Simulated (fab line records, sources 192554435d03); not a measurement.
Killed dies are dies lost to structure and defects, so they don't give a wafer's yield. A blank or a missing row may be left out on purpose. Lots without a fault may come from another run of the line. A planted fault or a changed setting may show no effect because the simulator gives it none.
fab line records | flow n5_finfet
record lots=4 wafers=12 last_day=15
route steps=1938 shown WELL_APT@36 PMOS_HMC_CHANNEL_EPI@57 BEOL_M4@1111 PASSIVATION@1936
lots that met no fault: from a run of the same line without faults
start_h: hours from the record's first day to the start of the lot's first wafer shown | wait_h: hours since the lot's step before | " the same as in the row above | L1.1+2: a row that stands for several wafers | - no value, or no start given | * or withheld: withheld | < > ~ a bound
route shown NAME@n: a module of which the file shows steps, and the number in the route of the first | usual: mean/standard deviation of fault-free wafers | same: alike in all rows | chamber/n: place in a boat | sites: the reading at each site | _std_site: their standard deviation | _edge_site: outer sites' mean less inner sites' | radius_mm: how far each site lies from the wafer's centre | mask NAME#n: copy n | behind: the tool/chamber that last shaped the wafer | hold: why the lot was held/for how many hours/how that ended | device: the transistor (n, p or np) that didn't switch | end of line: the same wafers' tests at the end of the route | a step without rows: its recipe alone | killed: dies lost to structure and defects at the first sort, not the wafer's yield | map: a wafer's dies, x killed, . not, _ none there
set.NAME: the setting as run; set.NAME@STEP: as run at that earlier step | model.NAME: the simulator's own value behind a step, which no gauge read
lots at some steps of the route; a table a step, a row a wafer
services: from which hour (start_h, from the record's first day; less than 0 if before it) a tool's chamber was out of use, for how many hours, and why
## steps
# step N5_WELL_APT_COAT_19
# recipe spin_rpm=1357 resist_thk_nm=950
# step N5_WELL_APT_EBR_21
# recipe solvent=PGMEA ebr_width_mm=1.5
# step N5_WELL_APT_SOFTBAKE_20
# recipe temp_c=130 time_s=60
# step N5_WELL_APT_EXPOSE_22
# recipe mask_id=PWELL na=0.8 source_shape=conventional sigma_outer=0.8 polarization=unpolarized defocus_nm=0 target_cd_nm=200 dose_mj=23.2
# step N5_WELL_APT_PEB_23
# recipe peb_temp_c=130 peb_time_s=90
# step N5_WELL_APT_DEVELOP_24
# recipe develop_time_s=45 rinse_liquid=surfactant_rinse dry=air_spin dev_temp_c=21
# step N5_WELL_APT_HARDBAKE_29
# recipe temp_c=130 time_s=120
# step N5_WELL_APT_DESCUM_30
# recipe chemistry=O2 time_s=7.9 source_power_w=50 bias_power_w=20 pressure_mtorr=20 rf_frequency_hz=2.712e+07 temp_c=40 o2_flow_sccm=225
# step N5_WELL_APT_IMPLANT_31
# recipe species=B energy_kev=60 dose_cm2=1.5e+13 tilt_deg=0 rotation_deg=0
# step N5_WELL_APT_IMPLANT_32
# recipe species=BF2 energy_kev=50 dose_cm2=2e+13 tilt_deg=0 rotation_deg=0
# usual beam_energy_keV=50.000/0.015 beam_on_s=9.97/0.2 faraday_current_uA=254/5.3
# columns lot.wafer tool chamber start_h wait_h beam_energy_keV beam_on_s faraday_current_uA model.implant.rp_nm model.implant.drp_nm
L408.1 implanter-01 0 15.32 0.1 50.006 9.92 257 36.63 18.55
L408.3 " 0 " " 50.018 9.76 259 36.63 18.55
L408.4 " 0 " " 50.026 9.97 254 36.63 18.55
L409.1 implanter-01 0 21.29 0.1 50.001 10.17 249 37.78 18.55
L409.4 " 0 " " 49.975 10.19 249 37.78 18.55
L409.6 " 0 " " 49.999 9.89 258 37.78 18.55
L418.2 implanter-01 0 75.91 0.1 50.002 9.95 254 153.1 58.41
L418.4 " 0 " " 49.993 9.93 256 153.1 58.41
L418.5 " 0 " " 50.019 10.33 245 153.1 58.41
L419.2 implanter-01 0 81.31 0.1 50.003 9.97 255 162.4 58.41
L419.4 " 0 " " 49.995 10.25 248 162.4 58.41
L419.5 " 0 " " 49.983 10.01 252 162.4 58.41
# step N5_WELL_APT_STRIP_33
# recipe chemistry=SPM time_s=900 temp_c=130 h2so4_h2o2_vol_ratio=4 dry=ipa_marangoni
# step N5_WELL_APT_RTA_34
# recipe temp_c=1000 time_s=10 ambient=N2 idle_temp_c=600 ramp_up_c_per_s=150 ramp_down_c_per_s=60 cool_to_c=600
# step N5_WELL_APT_OXIDE_STRIP_42
# recipe chemistry=dHF dilution=25:1 time_s=45 temp_c=25 target=SiO2 target_depth_a=120
# step N5_WELL_APT_PRECLEAN_36
# recipe chemistry=O3/DIW time_s=45 temp_c=22 o3_ppm=10
# step N5_WELL_APT_PRECLEAN_39
# recipe chemistry=dHF time_s=60 dilution=150:1 temp_c=25
# step N5_WELL_APT_SRD_37
# recipe dry=ipa_marangoni do_ppb=5 time_s=30 temp_c=23 rinse_liquid=diw
# step N5_WELL_APT_EPI_41
# recipe material=Si target_thk_a=500 temp_c=650 precursor=SiH4/H2 pressure_torr=20 time_s=297.7
# step N5_PMOS_HMC_CHANNEL_EPI_HM_DEP_34
# recipe material=SiO2 target_thk_a=360 temp_c=400 precursor=TEOS/O2 pressure_torr=6.5 rf_w=900 teos_flow_sccm=161.4 gas=O2 flow_sccm=2650 time_s=6.9
# step N5_PMOS_HMC_CHANNEL_EPI_COAT_31
# recipe resist=BARC temp_c=205 time_s=60 spin_rpm=1500 resist_thk_nm=66
# step N5_PMOS_HMC_CHANNEL_EPI_COAT_03
# recipe resist=CAR-ArF-block spin_rpm=1500 resist_thk_nm=205
# step N5_PMOS_HMC_CHANNEL_EPI_EBR_05
# recipe solvent=PGMEA ebr_width_mm=1.5
# step N5_PMOS_HMC_CHANNEL_EPI_SOFTBAKE_04
# recipe temp_c=110 time_s=60 resist=CAR-ArF-block
# step N5_PMOS_HMC_CHANNEL_EPI_EXPOSE_06
# recipe mask_id=PMOS_HMC_BLK na=1.35 source_shape=conventional sigma_outer=0.8 polarization=unpolarized target_cd_nm=240 dose_mj=41
# step N5_PMOS_HMC_CHANNEL_EPI_PEB_07
# recipe peb_temp_c=110 peb_time_s=60 resist=CAR-ArF-block
# step N5_PMOS_HMC_CHANNEL_EPI_DEVELOP_08
# recipe develop_time_s=30 developer=TMAH resist=CAR-ArF-block dev_temp_c=23 rinse_liquid=diw dry=air_spin
# step N5_PMOS_HMC_CHANNEL_EPI_DESCUM_14
# recipe chemistry=O2 time_s=7.9 source_power_w=50 bias_power_w=20 pressure_mtorr=20 rf_frequency_hz=2.712e+07 temp_c=40 resist=CAR-ArF-block o2_flow_sccm=225
# step N5_PMOS_HMC_CHANNEL_EPI_ETCH_32
# recipe chemistry=N2/H2 target=BARC stop_on=SiO2 target_depth_a=858 over_etch_frac=0.3 time_s=50.3 ion_energy_ev=200 mask_material=CAR-ArF-block pressure_mtorr=30 source_w=840 bias_w=150 n2_flow_sccm=200 h2_flow_sccm=200
# step N5_PMOS_HMC_CHANNEL_EPI_HM_OPEN_15
# recipe chemistry=CHF3/O2 target=SiO2 mask_material=CAR-ArF-block target_depth_a=406 CHF3_flow_sccm=50 O2_flow_sccm=5 Ar_flow_sccm=200 time_s=20.3 pressure_mtorr=30 source_w=650 bias_w=170 ion_energy_ev=200
# step N5_PMOS_HMC_CHANNEL_EPI_STRIP_33
# recipe chemistry=N2/H2 power_w=500 temp_c=40 pressure_mtorr=50 rf_frequency_hz=6e+07 overash_fraction=0.3 bias_power_w=8 h2_frac=0.5 n2_flow_sccm=300 h2_flow_sccm=300
# step N5_PMOS_HMC_CHANNEL_EPI_STRIP_17
# recipe chemistry=SPM time_s=750 temp_c=130 h2so4_h2o2_vol_ratio=4 dry=ipa_marangoni
# step N5_PMOS_HMC_CHANNEL_EPI_ETCH_38
# recipe chemistry=CF4 target=SiO2 target_depth_a=15 ion_energy_ev=350 pressure_mtorr=10 icp_w=800 bias_w=400 cf4_flow_sccm=80
# step N5_PMOS_HMC_CHANNEL_EPI_FIN_RECESS_16
# recipe chemistry=HBr/Cl2 target=Si mask_material=SiO2 target_depth_a=540 time_s=18 pressure_mtorr=10 icp_w=800 bias_w=75 HBr_flow_sccm=150 Cl2_flow_sccm=80
# step N5_PMOS_HMC_CHANNEL_EPI_PRECLEAN_36
# recipe chemistry=O3/DIW time_s=45 temp_c=22 o3_ppm=10
# step N5_PMOS_HMC_CHANNEL_EPI_PRECLEAN_18
# recipe chemistry=DHF time_s=30 temp_c=25 dilution=withheld
# step N5_PMOS_HMC_CHANNEL_EPI_SRD_19
# recipe dry=ipa_marangoni do_ppb=5 time_s=30 temp_c=23 rinse_liquid=diw
# step N5_BEOL_M4_RC_MEAS_101
# usual CJ_N=4.37/0.075 DIBL_N=36.3/1.8 DIBL_P=36.5/2.1 IOFF_N=0.16/0.031 IOFF_N_85C=3.2/0.51 IOFF_N_LIN=0.075/0.012 IOFF_N_LONG=5.64e-05/2.2e-06 IOFF_P=0.22/0.038 ION_N=677/12 ION_P=466/7.8 RS_PWELL=3016/19 SS_N=71.5/0.61 SS_P=73.2/0.7 VT_N=249/3 VT_P=-248.9/3
# columns lot.wafer tool chamber start_h wait_h CJ_N DIBL_N[mV/V] DIBL_P[mV/V] IOFF_N[nA/um] IOFF_N_85C[nA/um] IOFF_N_LIN[nA/um] IOFF_N_LONG[nA/um] IOFF_P[nA/um] ION_N[uA/um] ION_P[uA/um] RS_PWELL[ohm/sq] SS_N[mV/dec] SS_P[mV/dec] VT_N[mV] VT_P[mV]
L409.1 prober-02 0 185.65 0.0 4.31 40.0 42.0 0.23 4.3 0.098 5.39e-05 0.29 682 465 3025 73.2 75.0 244 -245.8
L409.4 " 0 " " 4.35 36.2 36.1 0.14 2.8 0.067 5.51e-05 0.18 665 455 3024 71.3 73.4 251 -252.4
L409.6 " 0 " " 4.29 36.7 37.3 0.15 2.9 0.067 5.44e-05 0.19 653 449 3021 72.1 73.7 250 -250.8
L408.1 prober-02 0 186.88 0.9 4.32 35.9 36.5 0.16 3.1 0.072 5.79e-05 0.23 672 460 3021 70.9 74.1 249 -249.1
L408.3 " 0 " " 4.37 38.9 40.9 0.23 4.4 0.101 5.76e-05 0.33 696 483 3021 72.4 74.7 244 -244.1
L408.4 " 0 " " 4.40 36.7 37.5 0.17 3.3 0.078 5.84e-05 0.26 692 476 3021 71.4 72.5 248 -247.7
L418.2 prober-01 0 236.95 0.2 1.96 53.9 35.9 1.39 19.3 0.159 5.03e-05 0.20 698 473 1878 90.8 72.5 245 -250.9
L418.4 " 0 " " 1.96 66.3 38.5 3.88 45.8 0.277 4.95e-05 0.24 708 465 1878 101.3 73.9 240 -249.4
L418.5 " 0 " " 1.94 68.5 35.8 4.02 47.4 0.262 4.91e-05 0.19 701 460 1886 106.6 73.0 245 -252.9
L419.2 prober-02 0 248.87 0.2 1.97 64.9 35.4 4.20 47.2 0.287 4.97e-05 0.22 726 473 1885 103.4 73.7 240 -249.2
L419.4 " 0 " " 1.93 62.5 35.6 3.46 40.3 0.260 5.02e-05 0.23 712 470 1893 100.8 73.3 239 -248.0
L419.5 " 0 " " 1.94 57.1 32.0 1.95 25.0 0.175 4.91e-05 0.18 694 466 1902 97.3 72.1 245 -246.7
# step N5_PASSIVATION_PROBE_49
# usual defect_limited_yield=91.2/1.5 killed_at_M0_to_M3=33/9.6 killed_at_M4_up=14/5.6 killed_at_contacts=14/5.5 killed_at_front_end=40/13 killed_at_other=4/3 killed_dies=104/17 killed_open=68/13 killed_short=33/7.2 sort_bin_4_leakage=0.00/0.014 sort_bin_5_function=5.2/0.95 sort_bin_6_memory=3.3/0.62 sort_bin_8_speed=0.00/0.012 sort_n_pass=1076/17 sort_yield_pct=91.2/1.5
# same gross_dies=1180 killed_at_back_side=0
# columns lot.wafer tool chamber start_h wait_h defect_limited_yield[%] killed_at_M0_to_M3 killed_at_M4_up killed_at_contacts killed_at_front_end killed_at_other killed_dies killed_open killed_short sort_bin_4_leakage[%] sort_bin_5_function[%] sort_bin_6_memory[%] sort_bin_8_speed[%] sort_n_pass sort_yield_pct[%]
L408.1 prober-02 - 293.66 0.0 93.0 41 16 8 15 3 83 59 21 0 4.5 2.4 0 1097 93.0
L408.3 prober-02 - 293.76 0.1 89.6 48 19 12 42 2 123 84 34 0 7.0 3.1 0.08 1057 89.6
L408.4 prober-02 - 293.81 0.2 89.7 54 17 20 28 2 121 92 29 0 5.6 4.3 0 1059 89.7
L409.1 prober-02 - 299.14 0.0 93.6 25 12 10 26 2 75 46 27 0 4.0 2.3 0 1105 93.6
L409.4 prober-02 - 299.29 0.2 93.6 31 11 8 21 5 76 46 28 0 3.6 2.6 0 1104 93.6
L409.6 prober-02 - 299.39 0.3 92.4 26 11 17 34 2 90 63 21 0 3.3 4.1 0.08 1089 92.3
L418.2 prober-02 - 341.97 0.1 91.7 32 13 15 38 0 98 68 27 91.69 4.6 3.3 0 0 0
L418.4 prober-02 - 342.07 0.2 90.1 42 11 16 45 3 117 84 31 90.08 6.0 3.6 0 0 0
L418.5 prober-02 - 342.12 0.2 88.8 37 15 14 61 5 132 87 44 88.81 7.0 3.7 0 0 0
L419.2 prober-01 - 360.29 0.1 89.9 48 15 11 37 8 119 86 31 89.92 6.4 3.4 0 0 0
L419.4 prober-01 - 360.39 0.2 92.2 18 18 18 35 3 92 65 26 92.20 4.6 3.1 0 0 0
L419.5 prober-01 - 360.44 0.2 91.9 27 11 28 26 4 96 62 34 91.86 4.8 3.2 0 0 0
# killed by level:class
L408.1 BEOL_M2:geometric_particle:open=14 BEOL_M0_SAQP:geometric_particle:open=10 MOL_CONTACT_COAG:geometric_particle:open=8 BEOL_M3:geometric_particle:open=6 BEOL_M5:geometric_particle:open=6 BEOL_M0_SAQP:geometric_particle:short=5 STARTING-WAFER:geometric_particle:short=4 FIN_SAQP:geometric_particle:short=2
L408.3 BEOL_M2:geometric_particle:open=11 FIN_SAQP:geometric_particle:open=10 BEOL_M1:geometric_particle:open=10 BEOL_M5:geometric_particle:open=9 BEOL_M3:geometric_particle:open=9 BEOL_M0_SAQP:geometric_particle:open=8 MOL_CONTACT_COAG:geometric_particle:open=7 GATE_CUT:geometric_particle:short=5
L408.4 MOL_CONTACT_COAG:geometric_particle:open=17 BEOL_M2:geometric_particle:open=15 FIN_SAQP:geometric_particle:open=13 BEOL_M0_SAQP:geometric_particle:short=9 BEOL_M0_SAQP:geometric_particle:open=9 BEOL_M3:geometric_particle:open=8 STI_FIN_REVEAL:geometric_particle:open=6 BEOL_M1:geometric_particle:open=6
L409.1 FIN_SAQP:geometric_particle:open=5 BEOL_M3:geometric_particle:open=5 STI_FIN_REVEAL:geometric_particle:open=5 MOL_CONTACT_COAG:geometric_particle:short=5 BEOL_M0_SAQP:geometric_particle:short=5 BEOL_M1:geometric_particle:open=5 BEOL_M2:geometric_particle:open=5 MOL_CONTACT_COAG:geometric_particle:open=4
L409.4 BEOL_M0_SAQP:geometric_particle:open=9 MOL_CONTACT_COAG:geometric_particle:open=7 BEOL_M2:geometric_particle:open=7 BEOL_M0_SAQP:geometric_particle:short=6 DUMMY_GATE:geometric_particle:open=5 BEOL_M2:geometric_particle:short=4 GATE_CUT:geometric_particle:short=3 BEOL_M8:geometric_particle:open=3
L409.6 FIN_SAQP:geometric_particle:open=13 MOL_CONTACT_COAG:geometric_particle:open=13 BEOL_M2:geometric_particle:open=7 DUMMY_GATE:geometric_particle:open=5 BEOL_M1:geometric_particle:open=4 BEOL_M2:geometric_particle:short=4 STARTING-WAFER:geometric_particle:short=4 BEOL_M0_SAQP:geometric_particle:short=3
L418.2 MOL_CONTACT_COAG:geometric_particle:open=14 BEOL_M0_SAQP:geometric_particle:open=13 FIN_SAQP:geometric_particle:open=12 FIN_SAQP:geometric_particle:short=8 BEOL_M0_SAQP:geometric_particle:short=7 BEOL_M1:geometric_particle:open=7 DUMMY_GATE:geometric_particle:open=5 BEOL_M4:geometric_particle:open=5
L418.4 DUMMY_GATE:geometric_particle:open=17 FIN_SAQP:geometric_particle:open=15 MOL_CONTACT_COAG:geometric_particle:open=13 BEOL_M1:geometric_particle:open=10 BEOL_M0_SAQP:geometric_particle:short=9 BEOL_M0_SAQP:geometric_particle:open=9 FIN_SAQP:geometric_particle:short=7 BEOL_M4:geometric_particle:open=6
L418.5 FIN_SAQP:geometric_particle:open=24 FIN_SAQP:geometric_particle:short=15 MOL_CONTACT_COAG:geometric_particle:open=13 BEOL_M0_SAQP:geometric_particle:short=9 BEOL_M0_SAQP:geometric_particle:open=9 BEOL_M1:geometric_particle:open=7 BEOL_M4:geometric_particle:open=6 GATE_CUT:geometric_particle:short=4
L419.2 BEOL_M2:geometric_particle:open=20 FIN_SAQP:geometric_particle:short=13 ILD0:geometric_particle:open=8 MOL_CONTACT_COAG:geometric_particle:open=8 BEOL_M1:geometric_particle:open=8 BEOL_M3:geometric_particle:open=7 BEOL_M4:geometric_particle:open=7 FIN_SAQP:geometric_particle:open=6
L419.4 MOL_CONTACT_COAG:geometric_particle:open=17 FIN_SAQP:geometric_particle:open=11 BEOL_M4:geometric_particle:open=8 STARTING-WAFER:geometric_particle:open=5 STI_FIN_REVEAL:geometric_particle:open=4 BEOL_M2:geometric_particle:open=4 FIN_SAQP:geometric_particle:short=3 ILD0:geometric_particle:short=3
L419.5 MOL_CONTACT_COAG:geometric_particle:open=21 MOL_CONTACT_COAG:geometric_particle:short=7 BEOL_M2:geometric_particle:open=7 BEOL_M0_SAQP:geometric_particle:open=5 BEOL_M5:geometric_particle:short=4 STARTING-WAFER:geometric_particle:short=4 STARTING-WAFER:geometric_particle:open=4 STI_FIN_REVEAL:geometric_particle:open=3
# map L418.5 (x killed, . not)
_________________.x..........________________
______________....x.......x....._____________
___________x...x...................__________
__________..x.....x...........x....._________
________.................x............_______
_______.x....x........x.......x........______
______...x.x.................x...x......_____
_____.....x..........x...................____
____...x.x................................___
___..x.....................x...............__
___..x..........................x..........__
__............x..x..x...x.......x.....x....._
__..........x...x.xx................x......._
_.............x.x......x.............x....x..
_......x........x...x....x...................
_....x.xx..x.....x.xx...x....................
_x...............x...................x.x..xx.
_......x.x......x............x..x...x........
_.......................x...x......x.........
_........x......x....xx..................x...
_..............xx.x....x..xx...........x.....
__..x......x..x.....x..........x..x...x....._
__x......x....x............x................_
___.......x..x..........x..............x..x__
___...................xx.....x......x......__
____..x..................x....x.........x.___
_____..x.x..........x.............x...x..____
______.....xxx.....x..........x.....x..x_____
_______x....x.x.........x...x..........______
________.x...xx......................._______
__________......x......x......x....._________
___________...................x...x__________
______________...............xx._____________
_________________...x........________________
# map L419.2 (x killed, . not)
_________________...x........________________
______________..x..............._____________
___________.....................x..__________
__________.........x........x..x..x._________
________............................x._______
_______.x...........x..................______
______..x...x............x...x......xx.._____
_____..x.....x...x.x...xx...........x....____
____x.................................xx..___
___.........x...........x...x.............x__
___........x...x.x............x......x...x.__
__.x.x............x.......x.x.............x._
__...............x.........................x_
_x.............x......x..x.....xx......x.....
_...................x..x.....xx.......x.x....
_......xx...........x...x.......x............
_...............x.x...............x..........
_............x.x...x......x....x...........x.
_........x............xx..x..............xx..
_........x.x.........................xx.....x
_...................x........................
__.........xx..x..x........................x_
__.......................x.................._
___x..........x........................x...__
___.....x...............x.............x....__
____..x.............x.....x.........x.....___
_____.....x...x.................xx..x....____
______.....x.......x..........x........._____
_______...........x......x...........x.______
________.............xx............xx._______
__________..................x......._________
___________........................__________
______________.....x......x..x.._____________
_________________...........x________________
## services
# columns tool chamber start_h hours kind
implanter-01 - -8.32 1.1 repair
implanter-01 - -2.74 1.7 repair
implanter-01 - 64.87 2.7 repair
## key
first_sign step=N5_BEOL_M4_RC_MEAS_101 reading=IOFF_N direction=up sigmas=96 usual=0.16 struck=3.15
effect step=N5_BEOL_M4_RC_MEAS_101 reading=IOFF_N_85C direction=up sigmas=67 usual=3.2 struck=37.5
effect step=N5_BEOL_M4_RC_MEAS_101 reading=RS_PWELL direction=down sigmas=59 usual=3016 struck=1887
effect step=N5_BEOL_M4_RC_MEAS_101 reading=SS_N direction=up sigmas=47 usual=71.5 struck=100.0
effect step=N5_BEOL_M4_RC_MEAS_101 reading=CJ_N direction=down sigmas=32 usual=4.37 struck=1.95
effect step=N5_BEOL_M4_RC_MEAS_101 reading=DIBL_N direction=up sigmas=15 usual=36.3 struck=62.2
effect step=N5_BEOL_M4_RC_MEAS_101 reading=IOFF_N_LIN direction=up sigmas=13 usual=0.075 struck=0.237
effect step=N5_BEOL_M4_RC_MEAS_101 reading=IOFF_N_LONG direction=down sigmas=3.1 usual=5.64e-05 struck=4.97e-05
effect step=N5_BEOL_M4_RC_MEAS_101 reading=ION_N direction=up sigmas=2.4 usual=677 struck=706 wafers_moved=4
effect step=N5_BEOL_M4_RC_MEAS_101 reading=VT_N direction=down sigmas=2.4 usual=249 struck=242
effect step=N5_PASSIVATION_PROBE_49 reading=sort_bin_4_leakage direction=up sigmas=99+ usual=0.00 struck=90.76
model_effect step=N5_WELL_APT_IMPLANT_32 value=implant.rp_nm without=36.61 struck=157.7
met_at N5_WELL_APT_IMPLANT_32
struck_wafers L418.2,L418.4,L418.5,L419.2,L419.4,L419.5
onset_between 21.29 75.91
also_fits time
fault kind=wrong_recipe_download tool=implanter-01,implanter-02 chamber=- onset_h=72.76 steps=N5_WELL_APT_IMPLANT_32 wrong_recipe.not_listed=1
